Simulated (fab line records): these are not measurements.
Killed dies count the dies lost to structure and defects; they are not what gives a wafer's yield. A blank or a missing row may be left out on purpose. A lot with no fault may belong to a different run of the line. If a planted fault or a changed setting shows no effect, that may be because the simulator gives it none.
Comparing a struck lot with a sound one + flow n5Finfet + 15 steps out of a route of 1938
Sound: these wafers, L947.1, L947.2, L947.5. Struck: wafer L955.4. (L955.2 of the same lot was not struck and is left out.) The cause comes at the end.
Per side, at each step with rows, come the tool, then ch with its chambers, and then its first start. Under that, the readings that differ: sound wafers + struck wafers + difference of the means + sigmas: that difference in standard deviations of wafers without a fault.
alike: words and numbers the same on both sides, and readings whose means are apart by under 2 such deviations; not compared: readings that were withheld, readings missing a value for some wafer, numbers with overlapping values and no deviation given by the record, and bounds like >300 which may hide the same value.
Wherever a step has rows on one side only, a row that says differs or no value, or a row with sigmas, the two part there. Numbers that have no deviation but don't overlap get no sigmas and don't part them. A reading that every wafer of one side lacks parts them only if that side has two wafers or more.

N5_BEOL_M6_STRIP_80: strips in N2/H2, time 10 s.
  sound on rieDiel-01 ch 0,1,3; struck on rieDiel-06 ch 2
  alike: drypumpMotorCurrentA, oesProductAu, rfVppV, showerheadPlenumPTorr, tempC, throttleValvePct
  not compared: rfHoursCounterH
N5_BEOL_M6_OCD_MEAS_38:
  sound on ocd-01, day 10 18:11; struck on ocd-02, day 12 21:54
  alike: trenchDepthNm
then, 4 steps without rows for these wafers: N5_BEOL_M6_HM_STRIP_39 (strips TiN in peroxide tin strip, target depth 25 nm, time 158 s); N5_BEOL_M6_SRD_40 (time 30 s); N5_BEOL_M6_PRECLEAN_42 (cleans in residue remover, time 60 s); N5_BEOL_M6_SRD_43 (time 30 s).
N5_BEOL_M6_CD_MEAS_35: target cd 40 nm, target cd y 28 nm.
  sound on cdSem-02, day 10 18:20; struck on cdSem-03, day 12 22:08
  alike: cdNm
then, 1 step without rows for these wafers: N5_BEOL_M6_CURE_75 (cures SiCOH lowk, time 120 s).
N5_BEOL_M6_DEGAS_44: time 60 s.
  sound on pvdSputter-01, day 10 18:56; struck on pvdSputter-02, day 12 22:40
  alike: heaterPowerW
then, 1 step without rows for these wafers: N5_BEOL_M6_PRE_CLEAN_45 (time 30 s).
N5_BEOL_M6_ALD_77: deposits TaN, target thk 2 nm, pulse time 2 s, purge time 3 s.
  sound on aldMetal-04 ch 0,1,3, day 10 19:02; struck on aldMetal-04 ch 2, day 12 22:46
  alike: heaterPowerOuterW, heaterPowerW
N5_BEOL_M6_SURFACE_TREAT_79:
  sound on pvdSputter-01, day 10 19:19; struck on pvdSputter-02, day 12 23:04
  not compared: throttleValvePct
N5_BEOL_M6_CVD_78: deposits Co from CCTBA/H2, target thk 2 nm, time 142.3 s.
  sound on cvdCo-01 ch 0,1,2, day 10 19:22; struck on cvdCo-02 ch 2, day 12 23:08
| reading        | sound             | struck | difference | sigmas |
|----------------|-------------------|--------|------------|--------|
| runLengthS (s) | 166.1 164.9 165.4 | 169.2  | +3.7       | +6     |
N5_BEOL_M6_SPUTTER_48: material Cu, target thk 10 nm, time 1.667 s.
  sound on pvdSputter-01, day 10 19:29; struck on pvdSputter-02, day 12 23:17
  alike: throttleValvePct
-- record jumps: 4 days separate the struck wafers' starts on either side; left off in module BEOL_M6, taken up again in module PASSIVATION, whose first shown step is the route's number 1936 --
N5_PASSIVATION_PROBE_49:
  sound on prober-01, day 14 07:58; struck on prober-02, day 16 11:37
  alike: defectLimitedYield, killed_at_M0_to_M3, killed_at_M4_up, killedAtContacts, killedAtFrontEnd, killedAtOther, killedDies, killedOpen, killedShort, sort_bin_5_function, sort_bin_6_memory, sort_bin_8_speed, sortNPass, sortYieldPct

## WHERE THEY PART
N5_BEOL_M6_CVD_78 only, going by this record. Later steps at which nothing parts them and some readings are alike: N5_BEOL_M6_SPUTTER_48, N5_PASSIVATION_PROBE_49.

WHY: what the simulator had put in
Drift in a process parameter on cvdCo-02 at N5_BEOL_M6_CVD_78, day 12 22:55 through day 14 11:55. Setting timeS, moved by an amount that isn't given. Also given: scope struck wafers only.
